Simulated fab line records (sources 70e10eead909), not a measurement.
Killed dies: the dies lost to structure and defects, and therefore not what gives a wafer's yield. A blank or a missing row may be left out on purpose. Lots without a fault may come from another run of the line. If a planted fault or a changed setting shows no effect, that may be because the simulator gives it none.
fab line records	flow nandHarc
[record] lots = 24	wafers = 72	lastDay = 33
route steps=1302 shown A_CONTACT@1007
lots untouched by any fault: they come from a run of this same line in which no faults occurred
startH: start of the lot's first displayed wafer, in hours after the record's first day	waitH: hours from the lot's prior step to this one	" unchanged from the row above	L1.1+2: a row that stands for several wafers	- either no value or no given start	* or withheld: withheld	< > ~ a bound
route shown NAME@n: a module of which the file shows steps, and the number in the route of the first	usual: the fault-free wafers' mean and standard deviation	same: alike in all rows	chamber/n: place in a boat	sites: each site's reading	_std_site: the values' standard deviation	_edge_site: inner sites' mean taken away from outer sites' mean	radiusMm: for every site, how far away it sits from the centre of the wafer	mask NAME#n: copy n	behind: tool/chamber where the wafer was last shaped	hold: why the lot was held/for how many hours/how that ended	device: whichever transistor did not switch (one of n, p or np)	end of line: the same wafers' tests at the end of the route	for a step that has no rows: nothing shown but its recipe	killed: dies that structure and defects cost at the first sort, which is not the same as the wafer's yield	map: a wafer's dies, marking killed ones x, the rest . and places with no die _
set.NAME: the setting the step ran with; set.NAME@STEP: the setting that earlier step ran with	model.NAME: the simulator's own value behind a step, which no gauge read
the route's steps for a sample of lots (tables are steps, rows are wafers)
services: a tool's chamber out of use, with start hour (startH, from the record's first day; less than 0 if before it), hours out, and reason
[[steps]]
[step NHARC_A_CONTACT_ETCH_113]
[recipe] sourceW = withheld	pressureMtorr = 20	biasV = 3000	timeS = 190	targetDepthA = 18500	arFlowSccm = withheld	c4f8FlowSccm = withheld	o2FlowSccm = withheld	chemistry = C4F8/O2/Ar
lot.wafer	tool	chamber	startH	waitH	rfHoursCounterH
L074.2	harCapEtch-01	1	490.68	0.1	129
L074.6	"	0	"	"	-
L074.5	"	1	"	"	-
L076.2	harCapEtch-03	0	509.10	0.1	42
L076.1	"	1	"	"	42
L076.6	"	1	"	"	-
L077.2	harCapEtch-02	0	511.59	0.1	88
L077.1	"	1	"	"	88
L077.5	"	1	"	"	-
L078.2	harCapEtch-02	1	525.48	0.1	90
L078.3	"	1	"	"	-
L078.6	"	1	"	"	-
L079.3	harCapEtch-01	0	538.83	0.1	-
L079.4	"	1	"	"	-
L079.5	"	1	"	"	-
L081.2	harCapEtch-03	0	562.77	0.1	49
L081.3	"	0	"	"	-
L081.5	"	0	"	"	-
L075.2	harCapEtch-02	1	564.23	0.1	96
L075.1	"	0	"	"	96
L075.3	"	1	"	"	-
L080.1	harCapEtch-01	0	572.85	0.1	7
L080.3	"	0	"	"	-
L080.5	"	1	"	"	-
L082.2	harCapEtch-01	0	575.42	0.1	9
L082.1	"	1	"	"	9
L082.4	"	1	"	"	-
L083.2	harCapEtch-03	1	585.40	0.1	51
L083.1	"	0	"	"	51
L083.6	"	0	"	"	-
L084.1	harCapEtch-02	0	585.54	0.1	102
L084.2	"	1	"	"	102
L084.6	"	1	"	"	-
L085.1	harCapEtch-02	0	607.93	0.2	107
L085.3	"	1	"	"	-
L085.6	"	1	"	"	-
L086.1	harCapEtch-01	0	615.81	0.1	20
L086.3	"	0	"	"	-
L086.5	"	1	"	"	-
L087.1	harCapEtch-03	0	630.33	0.1	60
L087.4	"	1	"	"	-
L087.6	"	1	"	"	-
L089.1	harCapEtch-02	1	639.13	0.2	111
L089.4	"	1	"	"	-
L089.5	"	0	"	"	-
L090.1	harCapEtch-03	1	639.91	0.1	62
L090.3	"	1	"	"	-
L090.6	"	0	"	"	-
L088.1	harCapEtch-02	0	645.72	0.2	113
L088.6	"	0	"	"	-
L088.5	"	1	"	"	-
L092.2	harCapEtch-02	1	651.49	0.1	115
L092.3	"	0	"	"	-
L092.4	"	1	"	"	-
L091.2	harCapEtch-01	0	654.31	0.1	28
L091.4	"	1	"	"	-
L091.6	"	1	"	"	-
L093.3	harCapEtch-02	0	677.44	0.1	-
L093.6	"	0	"	"	-
L093.5	"	1	"	"	-
L095.1	harCapEtch-02	1	707.21	0.1	123
L095.6	"	0	"	"	-
L095.5	"	1	"	"	-
L096.1	harCapEtch-03	1	709.05	0.1	74
L096.3	"	1	"	"	-
L096.5	"	0	"	"	-
L094.1	harCapEtch-01	1	711.96	0.2	36
L094.4	"	0	"	"	-
L094.5	"	1	"	"	-
L097.1	harCapEtch-02	1	718.30	0.1	125
L097.3	"	0	"	"	-
L097.6	"	1	"	"	-
[step NHARC_A_CONTACT_ETCH_122]
[recipe] sourceW = withheld	pressureMtorr = 20	biasV = 3000	timeS = 190	targetDepthA = 18500	arFlowSccm = withheld	c4f8FlowSccm = withheld	o2FlowSccm = withheld	chemistry = C4F8/O2/Ar
lot.wafer	tool	chamber	startH	waitH	rfHoursCounterH
L074.2	harCapEtch-01	1	492.23	0.1	130
L074.6	"	0	"	"	-
L074.5	"	1	"	"	-
L076.2	harCapEtch-03	0	510.63	0.1	44
L076.1	"	1	"	"	44
L076.6	"	1	"	"	-
L077.2	harCapEtch-02	0	513.13	0.1	89
L077.1	"	1	"	"	89
L077.5	"	1	"	"	-
L078.2	harCapEtch-02	1	527.01	0.1	92
L078.3	"	1	"	"	-
L078.6	"	1	"	"	-
L079.3	harCapEtch-01	0	540.36	0.1	-
L079.4	"	1	"	"	-
L079.5	"	1	"	"	-
L081.2	harCapEtch-03	0	564.31	0.1	50
L081.3	"	0	"	"	-
L081.5	"	0	"	"	-
L075.2	harCapEtch-02	1	565.77	0.1	97
L075.1	"	0	"	"	97
L075.3	"	1	"	"	-
L080.1	harCapEtch-01	0	574.39	0.1	8
L080.3	"	0	"	"	-
L080.5	"	1	"	"	-
L082.2	harCapEtch-01	0	576.96	0.1	11
L082.1	"	1	"	"	11
L082.4	"	1	"	"	-
L083.2	harCapEtch-03	1	586.93	0.1	53
L083.1	"	0	"	"	53
L083.6	"	0	"	"	-
L084.1	harCapEtch-02	0	587.08	0.1	103
L084.2	"	1	"	"	103
L084.6	"	1	"	"	-
L085.1	harCapEtch-02	0	610.14	0.2	108
L085.3	"	1	"	"	-
L085.6	"	1	"	"	-
L086.1	harCapEtch-01	0	617.34	0.1	21
L086.3	"	0	"	"	-
L086.5	"	1	"	"	-
L087.1	harCapEtch-03	0	631.87	0.1	61
L087.4	"	1	"	"	-
L087.6	"	1	"	"	-
L089.1	harCapEtch-02	1	641.17	0.2	112
L089.4	"	1	"	"	-
L089.5	"	0	"	"	-
L090.1	harCapEtch-03	1	641.44	0.1	64
L090.3	"	1	"	"	-
L090.6	"	0	"	"	-
L088.1	harCapEtch-02	0	647.76	0.2	114
L088.6	"	0	"	"	-
L088.5	"	1	"	"	-
L092.2	harCapEtch-02	1	653.02	0.1	117
L092.3	"	0	"	"	-
L092.4	"	1	"	"	-
L091.2	harCapEtch-01	0	655.85	0.1	30
L091.4	"	1	"	"	-
L091.6	"	1	"	"	-
L093.3	harCapEtch-02	0	678.98	0.1	-
L093.6	"	0	"	"	-
L093.5	"	1	"	"	-
L095.1	harCapEtch-02	1	708.74	0.1	124
L095.6	"	0	"	"	-
L095.5	"	1	"	"	-
L096.1	harCapEtch-03	1	710.59	0.1	75
L096.3	"	1	"	"	-
L096.5	"	0	"	"	-
L094.1	harCapEtch-01	1	713.83	0.1	38
L094.4	"	0	"	"	-
L094.5	"	1	"	"	-
L097.1	harCapEtch-02	1	719.84	0.1	127
L097.3	"	0	"	"	-
L097.6	"	1	"	"	-
[step NHARC_A_CONTACT_ETCH_123]
[recipe] sourceW = withheld	pressureMtorr = 20	biasV = 400	timeS = 490	targetDepthA = 21100	arFlowSccm = withheld	c4f8FlowSccm = 11.5	o2FlowSccm = 7.2	chemistry = C4F8/O2/Ar
lot.wafer	tool	chamber	startH	waitH	rfHoursCounterH
L074.2	harCapEtch-01	1	492.46	0.2	130
L074.6	"	0	"	"	-
L074.5	"	1	"	"	-
L076.2	harCapEtch-03	0	510.80	0.1	44
L076.1	"	1	"	"	44
L076.6	"	1	"	"	-
L077.2	harCapEtch-02	0	513.30	0.1	89
L077.1	"	1	"	"	89
L077.5	"	1	"	"	-
L078.2	harCapEtch-02	1	527.18	0.1	92
L078.3	"	1	"	"	-
L078.6	"	1	"	"	-
L079.3	harCapEtch-01	0	540.65	0.3	-
L079.4	"	1	"	"	-
L079.5	"	1	"	"	-
L081.2	harCapEtch-03	0	564.48	0.1	51
L081.3	"	0	"	"	-
L081.5	"	0	"	"	-
L075.2	harCapEtch-02	1	565.94	0.1	98
L075.1	"	0	"	"	98
L075.3	"	1	"	"	-
L080.1	harCapEtch-01	0	574.62	0.2	9
L080.3	"	0	"	"	-
L080.5	"	1	"	"	-
L082.2	harCapEtch-01	0	577.13	0.1	11
L082.1	"	1	"	"	11
L082.4	"	1	"	"	-
L083.2	harCapEtch-03	1	587.10	0.1	53
L083.1	"	0	"	"	53
L083.6	"	0	"	"	-
L084.1	harCapEtch-02	0	587.25	0.1	103
L084.2	"	1	"	"	103
L084.6	"	1	"	"	-
L085.1	harCapEtch-02	0	610.55	0.4	108
L085.3	"	1	"	"	-
L085.6	"	1	"	"	-
L086.1	harCapEtch-01	0	617.51	0.1	21
L086.3	"	0	"	"	-
L086.5	"	1	"	"	-
L087.1	harCapEtch-03	0	632.05	0.1	61
L087.4	"	1	"	"	-
L087.6	"	1	"	"	-
L089.1	harCapEtch-02	1	641.40	0.2	112
L089.4	"	1	"	"	-
L089.5	"	0	"	"	-
L090.1	harCapEtch-03	1	641.67	0.2	64
L090.3	"	1	"	"	-
L090.6	"	0	"	"	-
L088.1	harCapEtch-02	0	647.99	0.2	115
L088.6	"	0	"	"	-
L088.5	"	1	"	"	-
L092.2	harCapEtch-02	1	653.25	0.2	117
L092.3	"	0	"	"	-
L092.4	"	1	"	"	-
L091.2	harCapEtch-01	0	656.08	0.2	30
L091.4	"	1	"	"	-
L091.6	"	1	"	"	-
L093.3	harCapEtch-02	0	679.27	0.3	-
L093.6	"	0	"	"	-
L093.5	"	1	"	"	-
L095.1	harCapEtch-02	1	708.97	0.2	125
L095.6	"	0	"	"	-
L095.5	"	1	"	"	-
L096.1	harCapEtch-03	1	710.77	0.1	75
L096.3	"	1	"	"	-
L096.5	"	0	"	"	-
L094.1	harCapEtch-01	1	714.00	0.1	38
L094.4	"	0	"	"	-
L094.5	"	1	"	"	-
L097.1	harCapEtch-02	1	720.07	0.2	127
L097.3	"	0	"	"	-
L097.6	"	1	"	"	-
[step NHARC_A_CONTACT_DEP_84]
[recipe] targetThkA = 28000	tempC = 400	material = aC
[usual] throttleValvePct = 35.000/0.0097
lot.wafer	tool	chamber	startH	waitH	throttleValvePct
L074.2	aclDep-01	0	506.27	-	35.002
L074.5	"	0	"	"	34.999
L074.6	"	0	"	"	35.005
L076.1	aclDep-02	0	522.48	-	34.991
L076.2	"	0	"	"	35.008
L076.6	"	0	523.95	-	35.006
L077.1	aclDep-01	0	525.69	-	35.009
L077.2	"	0	"	"	34.994
L077.5	"	0	"	"	34.989
L078.2	aclDep-03	0	543.92	-	35.003
L078.3	"	0	"	"	34.992
L078.6	"	0	"	"	35.003
L079.3	aclDep-02	0	554.20	-	34.982
L079.4	"	0	"	"	34.984
L079.5	"	0	"	"	35.010
L081.2	aclDep-03	0	582.57	-	34.992
L081.3	"	0	"	"	35.017
L081.5	"	0	"	"	35.007
L075.1	aclDep-02	0	586.04	-	34.999
L075.2	"	0	"	"	34.987
L075.3	"	0	"	"	35.010
L080.1	aclDep-02	0	588.38	-	34.993
L080.3	"	0	"	"	35.002
L080.5	"	0	"	"	35.013
L082.1	aclDep-02	0	597.56	-	35.016
L082.2	"	0	"	"	35.009
L082.4	"	0	"	"	34.998
L083.1	aclDep-02	0	601.15	-	34.995
L083.2	"	0	"	"	35.002
L083.6	"	0	602.60	-	35.014
L084.1	aclDep-01	0	601.61	-	35.000
L084.2	"	0	"	"	35.011
L084.6	"	0	603.03	-	34.999
L085.1	aclDep-01	0	622.60	-	35.004
L085.3	"	0	"	"	34.999
L085.6	"	0	"	"	34.979
L086.1	aclDep-03	0	632.72	-	35.019
L086.3	"	0	"	"	35.016
L086.5	"	0	"	"	34.989
L087.1	aclDep-02	0	647.34	-	34.990
L087.4	"	0	"	"	35.014
L087.6	"	0	"	"	35.003
L090.1	aclDep-01	0	653.02	-	35.004
L090.3	"	0	"	"	34.993
L090.6	"	0	"	"	35.001
L089.1	aclDep-02	0	654.12	-	34.996
L089.4	"	0	"	"	35.009
L089.5	"	0	"	"	34.999
L088.1	aclDep-02	0	664.76	-	35.010
L088.5	"	0	665.90	-	35.005
L088.6	"	0	"	"	35.000
L092.2	aclDep-02	0	666.76	-	35.023
L092.3	"	0	"	"	34.981
L092.4	"	0	"	"	34.999
L091.2	aclDep-01	0	670.43	-	34.994
L091.4	"	0	"	"	35.013
L091.6	"	0	"	"	35.003
L093.3	aclDep-01	0	691.07	-	34.992
L093.5	"	0	"	"	35.010
L093.6	"	0	"	"	35.011
L095.1	aclDep-03	0	723.26	-	34.997
L095.5	"	0	724.40	-	34.991
L095.6	"	0	"	"	35.002
L096.1	aclDep-02	0	725.98	-	35.004
L096.3	"	0	"	"	35.011
L096.5	"	0	"	"	34.992
L094.1	aclDep-03	0	729.87	-	35.008
L094.4	"	0	"	"	34.992
L094.5	"	0	"	"	35.008
L097.1	aclDep-02	0	733.80	-	34.995
L097.3	"	0	"	"	35.013
L097.6	"	0	"	"	35.008
[step NHARC_A_CONTACT_ETCH_31]
[recipe] targetDepthA = 28000	overEtchFrac = 0.3	timeS = 728	ionEnergyEv = 150	o2FlowSccm = 400	cosFlowSccm = 20	arFlowSccm = 0	rfW = 500	biasW = 300	chemistry = O2/COS
[usual] biasW = 300.0/0.89	cosFlowSccm = 20.00/0.061	drypumpMotorCurrentA = 5.3/0.34	oesProductAu = 0.998/0.0081	rfFwdPowerW = 499.3/1.5	rfVppV = 313.1/1.8	showerheadPlenumPTorr = 3.05/0.11	throttleValvePct = 28.331/0.0098
lot.wafer	tool	chamber	startH	waitH	biasW	cosFlowSccm	drypumpMotorCurrentA	oesProductAu	rfFwdPowerW	rfHoursCounterH	rfVppV	showerheadPlenumPTorr	throttleValvePct
L074.2	rieDiel-13	2	-	-	300.1	20.03	4.9	1.013	501.7	26	311.6	2.94	28.349
L074.6	"	3	"	"	299.0	20.10	5.6	0.997	496.4	-	313.6	3.04	28.333
L074.5	"	0	"	"	300.1	20.05	5.2	1.001	498.2	-	314.2	3.13	28.334
L076.1	rieDiel-06	3	-	-	300.7	20.00	5.4	1.001	498.8	16	311.1	2.91	28.310
L076.2	"	2	"	"	299.2	19.93	4.9	1.004	499.5	16	313.9	3.05	28.325
L076.6	"	0	"	"	300.1	19.97	5.4	1.003	499.5	-	311.6	2.95	28.325
L077.1	rieDiel-13	2	-	-	300.0	19.97	4.9	0.997	499.2	0	312.1	2.94	28.329
L077.2	"	0	"	"	300.0	19.91	5.2	0.996	499.4	0	315.2	3.13	28.334
L077.5	"	2	"	"	301.2	20.03	4.9	1.005	499.8	-	311.3	2.93	28.329
L078.2	rieDiel-13	3	-	-	299.8	20.00	5.6	1.001	500.2	2	311.6	3.04	28.333
L078.3	"	1	"	"	299.5	19.92	5.7	0.990	499.2	3	317.1	3.21	28.331
L078.6	"	0	"	"	299.5	19.99	5.2	0.993	495.4	-	314.1	3.13	28.333
L079.3	rieDiel-13	0	-	-	299.9	20.11	5.2	1.000	496.8	5	314.6	3.13	28.344
L079.4	"	2	"	"	300.4	20.12	4.9	0.998	499.2	3	310.6	2.93	28.351
L079.5	"	0	"	"	300.6	20.06	5.2	0.987	498.4	-	315.1	3.13	28.327
L081.2	rieDiel-13	1	-	-	300.9	19.97	5.7	0.993	500.1	10	317.1	3.21	28.339
L081.3	"	0	"	"	300.2	19.94	5.2	0.996	499.3	11	313.6	3.12	28.332
L081.5	"	1	"	"	299.7	20.05	5.7	0.986	499.6	-	314.8	3.21	28.331
L075.2	rieDiel-13	1	-	-	300.2	19.96	5.7	0.983	498.1	12	313.2	3.21	28.333
L075.3	"	2	"	"	300.7	20.05	4.9	1.007	497.0	11	311.8	2.93	28.318
L075.1	"	3	"	"	300.1	20.04	5.6	1.002	499.7	11	313.0	3.04	28.344
L080.3	rieDiel-13	3	-	-	299.7	20.06	5.5	1.007	499.9	12	312.4	3.04	28.337
L080.1	"	0	"	"	299.6	20.10	5.2	0.985	500.0	13	313.3	3.12	28.322
L080.5	"	2	"	"	299.6	20.01	4.9	0.997	500.5	-	310.6	2.93	28.342
L082.2	rieDiel-06	2	-	-	301.4	20.00	4.9	1.000	498.8	38	313.5	3.04	28.333
L082.4	"	0	"	"	299.4	19.87	5.4	1.004	502.3	37	310.2	2.94	28.331
L082.1	"	1	"	"	298.8	19.94	5.3	0.999	500.6	39	316.8	3.30	28.323
L083.1	rieDiel-13	3	-	-	300.6	20.05	5.6	1.000	497.5	14	312.5	3.04	28.353
L083.2	"	2	"	"	302.1	19.98	4.9	0.999	499.4	14	312.7	2.93	28.339
L083.6	"	0	"	"	300.4	20.05	5.2	1.001	497.2	-	314.7	3.12	28.339
L084.2	rieDiel-06	3	-	-	298.7	19.97	5.4	1.010	497.1	38	310.5	2.90	28.331
L084.1	"	1	"	"	300.7	19.93	5.2	1.001	498.8	40	316.2	3.30	28.320
L084.6	"	2	"	"	300.9	20.09	4.9	1.000	499.2	-	313.1	3.04	28.317
L085.1	rieDiel-13	1	-	-	302.3	19.94	5.7	0.989	497.7	18	314.8	3.20	28.339
L085.3	"	0	"	"	300.0	20.04	5.2	1.003	500.9	18	314.6	3.12	28.324
L085.6	"	1	"	"	301.4	20.02	5.7	0.986	499.8	-	315.9	3.20	28.322
L086.1	rieDiel-13	2	-	-	300.0	19.85	4.9	0.996	498.6	19	312.0	2.93	28.336
L086.3	"	0	"	"	300.4	19.97	5.2	1.000	497.1	19	314.8	3.12	28.354
L086.5	"	2	"	"	300.2	19.91	4.9	1.004	500.2	-	310.2	2.93	28.344
L087.1	rieDiel-06	2	-	-	300.0	19.97	4.9	0.985	499.9	56	311.6	3.04	28.328
L087.4	"	1	"	"	300.0	20.03	5.3	0.980	500.3	58	316.3	3.29	28.333
L087.6	"	2	"	"	298.8	19.97	4.9	0.998	500.4	-	313.3	3.03	28.330
L090.1	rieDiel-13	2	-	-	299.3	19.93	4.9	0.995	501.4	24	311.6	2.92	28.333
L090.3	"	0	"	"	301.1	19.95	5.2	1.009	500.9	26	312.9	3.11	28.335
L090.6	"	2	"	"	301.4	20.05	4.9	0.991	499.9	-	312.5	2.92	28.328
L089.4	rieDiel-13	3	-	-	300.0	19.94	5.6	0.997	496.2	27	313.4	3.03	28.322
L089.1	"	1	"	"	300.6	19.92	5.7	0.996	500.0	24	314.9	3.20	28.331
L089.5	"	3	"	"	299.8	20.09	5.6	0.993	498.5	-	311.9	3.03	28.329
L088.1	rieDiel-13	2	-	-	301.8	19.96	4.9	0.991	498.0	27	311.3	2.92	28.329
L088.6	"	1	"	"	300.8	19.98	5.7	1.002	496.6	-	314.4	3.20	28.324
L088.5	"	2	"	"	301.1	20.03	4.9	0.992	500.1	-	309.1	2.92	28.317
L092.4	rieDiel-13	0	-	-	299.3	20.00	5.2	0.991	499.2	29	313.0	3.11	28.322
L092.2	"	2	"	"	299.5	20.09	4.9	0.993	500.5	27	313.2	2.92	28.312
L092.3	"	3	"	"	298.8	19.96	5.6	0.994	500.0	29	313.6	3.03	28.333
L091.2	rieDiel-13	0	-	-	299.2	19.99	5.2	0.995	498.6	30	314.8	3.11	28.320
L091.4	"	1	"	"	301.4	19.88	5.7	0.999	500.0	28	315.0	3.20	28.326
L091.6	"	0	"	"	301.1	20.04	5.2	0.997	499.8	-	313.9	3.11	28.330
L093.3	rieDiel-13	1	-	-	301.5	19.97	5.7	0.992	498.5	29	314.4	3.20	28.345
L093.6	"	3	"	"	302.0	19.94	5.6	1.001	500.0	-	312.7	3.03	28.329
L093.5	"	0	"	"	299.1	20.07	5.2	1.001	498.5	-	314.9	3.11	28.339
L095.1	rieDiel-13	3	-	-	301.1	19.97	5.6	0.984	502.1	4	312.0	3.03	28.328
L095.5	"	2	"	"	299.5	19.99	4.9	0.994	499.3	-	311.5	2.92	28.331
L095.6	"	3	"	"	299.6	20.01	5.6	0.994	500.4	-	313.2	3.03	28.324
L096.3	rieDiel-12	3	-	-	299.2	20.05	5.9	1.036	501.3	34	317.1	3.33	28.329
L096.1	"	0	"	"	299.3	20.02	6.3	1.033	498.9	35	313.9	3.13	28.338
L096.5	"	1	"	"	301.2	19.90	6.6	1.008	500.8	-	311.2	2.90	28.318
L094.1	rieDiel-13	2	-	-	301.6	20.02	4.9	0.988	499.9	7	312.7	2.92	28.311
L094.4	"	3	"	"	300.7	19.94	5.5	0.986	499.1	5	311.5	3.03	28.317
L094.5	"	1	"	"	299.6	20.10	5.6	1.003	500.8	-	315.6	3.19	28.331
L097.3	rieDiel-13	0	-	-	300.2	20.09	5.2	0.993	500.7	6	313.8	3.11	28.326
L097.1	"	1	"	"	299.4	20.02	5.7	1.018	497.3	8	316.0	3.19	28.316
L097.6	"	3	"	"	299.4	19.94	5.6	0.985	497.7	-	313.2	3.02	28.342
[step NHARC_A_CONTACT_ETCH_138]
[recipe] sourceW = withheld	pressureMtorr = 20	biasV = 1200	timeS = 311	targetDepthA = 19140	arFlowSccm = withheld	c4f8FlowSccm = withheld	o2FlowSccm = withheld	chemistry = C4F8/O2/Ar
lot.wafer	tool	chamber	startH	waitH	rfHoursCounterH
L074.2	harCapEtch-02	0	510.65	0.2	87
L074.5	"	0	"	"	-
L074.6	"	1	"	"	-
L076.1	harCapEtch-01	0	527.49	0.2	3
L076.2	"	1	"	"	3
L076.6	"	1	"	"	-
L077.1	harCapEtch-03	0	530.35	0.2	47
L077.2	"	1	"	"	47
L077.5	"	1	"	"	-
L078.2	harCapEtch-03	0	548.43	0.2	48
L078.3	"	1	"	"	-
L078.6	"	1	"	"	-
L079.4	harCapEtch-01	0	558.53	0.2	-
L079.3	"	1	"	"	-
L079.5	"	1	"	"	-
L081.2	harCapEtch-01	0	587.10	0.2	14
L081.3	"	1	"	"	-
L081.5	"	1	"	"	-
L075.1	harCapEtch-03	0	591.40	0.2	54
L075.2	"	1	"	"	54
L075.3	"	0	"	"	-
L080.1	harCapEtch-02	1	593.44	0.2	105
L080.3	"	0	"	"	-
L080.5	"	1	"	"	-
L082.2	harCapEtch-02	0	602.36	0.2	106
L082.1	"	1	"	"	106
L082.4	"	1	"	"	-
L083.2	harCapEtch-01	0	605.84	0.2	19
L083.1	"	1	"	"	19
L083.6	"	1	"	"	-
L084.1	harCapEtch-03	0	606.38	0.2	57
L084.2	"	1	"	"	57
L084.6	"	0	"	"	-
L085.1	harCapEtch-01	1	627.74	0.2	23
L085.3	"	1	"	"	-
L085.6	"	0	"	"	-
L086.1	harCapEtch-01	0	637.61	0.2	24
L086.3	"	0	"	"	-
L086.5	"	0	"	"	-
L087.1	harCapEtch-03	0	652.50	0.2	67
L087.4	"	1	"	"	-
L087.6	"	0	"	"	-
L090.1	harCapEtch-03	0	657.83	0.2	68
L090.3	"	1	"	"	-
L090.6	"	0	"	"	-
L089.1	harCapEtch-01	0	658.77	0.2	31
L089.4	"	0	"	"	-
L089.5	"	1	"	"	-
L088.1	harCapEtch-02	0	669.60	0.2	120
L088.6	"	1	"	"	-
L088.5	"	0	"	"	-
L092.2	harCapEtch-03	1	671.36	0.2	71
L092.3	"	0	"	"	-
L092.4	"	1	"	"	-
L091.2	harCapEtch-01	0	674.88	0.2	34
L091.4	"	0	"	"	-
L091.6	"	0	"	"	-
L093.3	harCapEtch-01	1	695.77	0.3	-
L093.6	"	1	"	"	-
L093.5	"	0	"	"	-
L095.1	harCapEtch-02	1	728.08	0.2	128
L095.5	"	0	"	"	-
L095.6	"	1	"	"	-
L096.1	harCapEtch-03	1	730.98	0.2	80
L096.3	"	0	"	"	-
L096.5	"	1	"	"	-
L094.1	harCapEtch-02	0	734.65	0.2	130
L094.4	"	1	"	"	-
L094.5	"	0	"	"	-
L097.1	harCapEtch-03	1	738.51	0.2	81
L097.3	"	0	"	"	-
L097.6	"	0	"	"	-
[[services]]
tool	chamber	startH	hours	kind
aclDep-03	-	482.35	13.0	pm
rieDiel-06	-	485.10	9.0	pm
harCapEtch-01	-	497.00	17.0	pm
harCapEtch-01	0	497.00	17.0	ventCycle
harCapEtch-01	1	497.00	17.0	ventCycle
harCapEtch-02	-	498.05	0.2	repair
rieDiel-13	-	519.00	9.0	pm
harCapEtch-01	-	533.08	1.5	repair
aclDep-01	-	549.60	13.0	pm
harCapEtch-03	-	571.77	11.1	repair
rieDiel-06	-	595.66	1.1	repair
harCapEtch-03	-	603.79	0.5	repair
aclDep-02	-	605.37	13.0	pm
rieDiel-12	-	622.52	9.0	pm
rieDiel-12	3	659.32	4.4	repair
rieDiel-06	3	659.80	7.1	repair
rieDiel-06	-	662.19	9.0	pm
aclDep-03	-	663.49	13.0	pm
rieDiel-06	0	684.17	3.9	repair
rieDiel-06	3	685.44	4.0	repair
rieDiel-13	-	696.00	9.0	pm
rieDiel-06	1	712.29	6.2	repair
rieDiel-12	3	715.36	4.2	repair
aclDep-01	-	730.60	13.0	pm
[[key]]
fault none
